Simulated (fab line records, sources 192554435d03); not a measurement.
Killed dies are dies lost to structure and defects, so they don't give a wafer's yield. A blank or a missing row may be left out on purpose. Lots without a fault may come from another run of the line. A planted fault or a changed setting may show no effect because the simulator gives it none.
A struck lot beside a sound one | flow n5_finfet | 30 steps out of a route of 1938
Sound: wafers L239.1, L239.4, L239.6. Struck: wafers L234.3, L234.5, L234.6. The cause comes at the end.
At each step with rows: each side's tool, then ch and its chambers, then its first start. Under that, the readings that differ: sound wafers | struck wafers | difference of the means | sigmas: that difference in standard deviations of wafers without a fault.
alike: readings whose means differ by less than 2 such deviations, and words and numbers that are the same on both sides. not compared: withheld readings, readings that some wafer has no value for, bounds like >300 that may hide the same value, and numbers for which the record gives no deviation and whose values overlap.
The two part at a step that has a row with sigmas, a row that says differs or no value, or rows on one side only. Numbers that don't overlap but have no deviation are shown without sigmas and don't part them. A reading that every wafer of one side lacks parts them only if that side has two wafers or more.

first, 10 steps without rows for these wafers: N5_FIN_CUT_UV_OZONE_34 (time 120 s); N5_STI_FIN_REVEAL_ALD_00 (deposits SiO2, target thk 1 nm, pulse time 1 s); N5_STI_FIN_REVEAL_ALD_14 (deposits Si3N4, target thk 3 nm); N5_STI_FIN_REVEAL_FCVD_FILL_01 (material SiO2 flowable, target thk 312 nm, time 512.2 s); N5_STI_FIN_REVEAL_DENSIFY_02 (time 1800 s); N5_STI_FIN_REVEAL_CMP_04 (polishes, stops on Si3N4, t overpolish 4 s, target thk 131.83 nm); N5_STI_FIN_REVEAL_DENSIFY_30; N5_STI_FIN_REVEAL_ETCHBACK_08 (etches SiO2 in C4F6/O2, target depth 30.5 nm, time 10.167 s); N5_STI_FIN_REVEAL_STRIP_24 (strips in N2/H2, time 90 s); N5_STI_FIN_REVEAL_PRECLEAN_25 (cleans in SPM, time 90 s).
N5_STI_FIN_REVEAL_PRECLEAN_26: cleans in SC1, time 45 s.
  sound on wet_bench-03 ch 3,4,5, day 6 17:47; struck on wet_bench-05 ch 1,2,7, day 5 10:11
then, 15 steps without rows for these wafers: N5_STI_FIN_REVEAL_PRECLEAN_29 (cleans in DHF, time 30 s); N5_STI_FIN_REVEAL_SRD_12 (time 30 s); N5_STI_FIN_REVEAL_RECESS_09 (chemistry HF/NH3, target SiO2, afs cycles 11, target depth 42.5 nm, sublimation time 60 s); N5_STI_FIN_REVEAL_STRIP_16 (strips SiNx in H3PO4, target depth 23.8 nm); N5_STI_FIN_REVEAL_PRECLEAN_17 (cleans in NF3:NH3, afs cycles 1, time 20 s, sublimation time 60 s); N5_STI_FIN_REVEAL_ETCH_34 (etches Si in H2, material Si, target depth 0.97 nm); N5_STI_FIN_REVEAL_OXIDATION_31 (chemistry O2 PLASMA REMOTE, time 20 s); N5_STI_FIN_REVEAL_PRECLEAN_32 (cleans in NF3:NH3, afs cycles 1, time 20 s, sublimation time 60 s); N5_STI_FIN_REVEAL_STRIP_35 (strips Si3N4 in H3PO4, target depth 4 nm, time 39 s); N5_STI_FIN_REVEAL_SRD_21 (time 30 s); N5_STI_FIN_REVEAL_OXIDATION_33 (chemistry O2 PLASMA REMOTE, time 20 s); N5_STI_FIN_REVEAL_CLEAN_19 (cleans in O3/DIW, time 120 s); N5_STI_FIN_REVEAL_SRD_23 (time 30 s); N5_STI_FIN_REVEAL_PRECLEAN_18 (cleans in SC2, time 45 s); N5_STI_FIN_REVEAL_SRD_28 (time 30 s).
N5_STI_FIN_REVEAL_INSPECT_13: inspects for defects (darkfield).
  sound on defect_inspect-02, day 6 20:43; struck on defect_inspect-01, day 5 13:07
  reading          | sound | struck      | difference | sigmas
  raw_defect_count | 9 7 8 | 853 828 833 | +830       | +99 or more
then, 1 step without rows for these wafers: N5_DUMMY_GATE_PRECLEAN_00 (cleans in O3/DIW, time 60 s).
-- the record jumps here: 5 days lie between the struck wafers' starts before and after (it left off in module DUMMY_GATE and takes up again in module BEOL_M4, whose first step shown is number 1111 of the route) --
N5_BEOL_M4_RC_MEAS_101:
  sound on prober-02 ch 0, day 12 17:56; struck on prober-02 ch 0, day 10 22:16
  alike: DIBL_N, DIBL_P, IOFF_N, IOFF_P, ION_N, ION_P, SS_N, SS_P, VT_N, VT_P
-- the record jumps here: 5 days lie between the struck wafers' starts before and after (it left off in module BEOL_M4 and takes up again in module PASSIVATION, whose first step shown is number 1936 of the route) --
N5_PASSIVATION_PROBE_49:
  sound on prober-02, day 17 09:50; struck on prober-01, day 15 16:35
  reading                  | sound          | struck         | difference | sigmas
  defect_limited_yield (%) | 92.6 93.9 91.9 | 84.3 78.1 76.8 | -13.1      | -9
  killed_at_front_end      | 27 27 32       | 127 185 194    | +140       | +11
  killed_dies              | 87 72 95       | 185 259 274    | +155       | +9
  killed_on_rim            | 18 8 19        | 32 36 21       | +15        | +3
  killed_short             | 23 14 30       | 39 33 40       | +15        | +2
  sort_bin_5_function (%)  | 4.1 4.2 4.2    | 8.7 13.5 14.6  | +8.1       | +8
  sort_bin_6_memory (%)    | 2.8 1.6 2.9    | 4.3 5.3 5.3    | +2.5       | +4
  sort_n_pass              | 1093 1108 1085 | 995 921 906    | -155       | -9
  sort_yield_pct (%)       | 92.6 93.9 91.9 | 84.3 78.1 76.8 | -13.1      | -9
  alike: killed_at_M0_to_M3, killed_at_M4_up, killed_at_contacts, killed_at_other, killed_open

WHERE THEY PART
First at N5_STI_FIN_REVEAL_INSPECT_13; last, within this record, at N5_PASSIVATION_PROBE_49.

WHY: what the simulator had put in
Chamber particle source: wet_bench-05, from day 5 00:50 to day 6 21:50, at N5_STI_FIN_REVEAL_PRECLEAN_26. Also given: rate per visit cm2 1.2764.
